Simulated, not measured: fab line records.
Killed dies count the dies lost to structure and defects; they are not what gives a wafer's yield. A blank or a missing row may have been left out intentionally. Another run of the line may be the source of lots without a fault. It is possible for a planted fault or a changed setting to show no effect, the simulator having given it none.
Matching of chambers | flow n5 finfet | N5_BEOL_M10_ILD_DEP_00 on pecvd-01: 3 sister chambers
The step deposits SiCOH lowk from DEMS/porogen, target thk 308.51 nm, time 58 s. 14 wafers are shown with their chamber, then 7 later ones without.

== WAFERS, EACH WITH ITS CHAMBER ==
wafer  | chamber | throttle valve pct (%) | showerhead plenum p Torr (Torr) | heater power w (W)
L079.2 | 1       | 12.4                   | 5.706                           | 257
L079.3 | 0       | 14.6                   | 5.755                           | 342
L079.5 | 2       | 13.1                   | 5.753                           | 285
L080.2 | 1       | 12.6                   | 5.697                           | 235
L080.3 | 0       | 14.2                   | 5.754                           | 361
L080.6 | 1       | 12.6                   | 5.690                           | 238
L082.1 | 2       | 13.4                   | 5.737                           | 265
L082.3 | 0       | 14.1                   | 5.747                           | 312
L082.6 | 2       | 13.7                   | 5.744                           | 274
L084.1 | 2       | 13.5                   | 5.750                           | 246
L084.5 | 2       | 13.2                   | 5.733                           | 266
L084.6 | 1       | 12.8                   | 5.725                           | 261
L087.1 | 0       | 14.3                   | 5.752                           | 296
L087.3 | 1       | 13.1                   | 5.714                           | 242

SIGNATURES (averages over the wafers above)
reading                  | chamber 0 | chamber 1 | chamber 2 | scatter within a chamber
throttle valve pct       | 14.300    | 12.700    | 13.380    | 0.243
showerhead plenum p Torr | 5.75200   | 5.70640   | 5.74340   | 0.00993
heater power w           | 327.75    | 246.60    | 267.20    | 18.9
Rule: distance of a wafer from a chamber = root of the sum over the readings of ((wafer's reading minus chamber's mean) / reading's scatter) squared. The wafer belongs to the nearest chamber; if the next one is less than 2 further off, it can't be placed. The scatter is the square root of a quotient: the sum, over the shown wafers, of each reading's squared deviation from its chamber's mean, divided by wafers minus chambers.

== WAFERS WHOSE CHAMBER IS MISSING ==
wafer  | throttle valve pct (%) | showerhead plenum p Torr (Torr) | heater power w (W)
L087.5 | 13.5                   | 5.748                           | 252
L089.1 | 13.0                   | 5.707                           | 219
L089.3 | 14.4                   | 5.748                           | 340
L089.6 | 13.1                   | 5.692                           | 228
L093.1 | 13.3                   | 5.738                           | 238
L093.4 | 14.4                   | 5.748                           | 348
L093.5 | 12.7                   | 5.707                           | 258

== CHAMBER TAKEN BY EACH ==
wafer  | from the rows above | in truth
L087.5 | 2                   | 2
L089.1 | 1                   | 1
L089.3 | 0                   | 0
L089.6 | 1                   | 1
L093.1 | 2                   | 2
L093.4 | 0                   | 0
L093.5 | 1                   | 1
7 of 7 placed correctly. From these rows, 0 cannot be placed. Wrongly placed: 0.
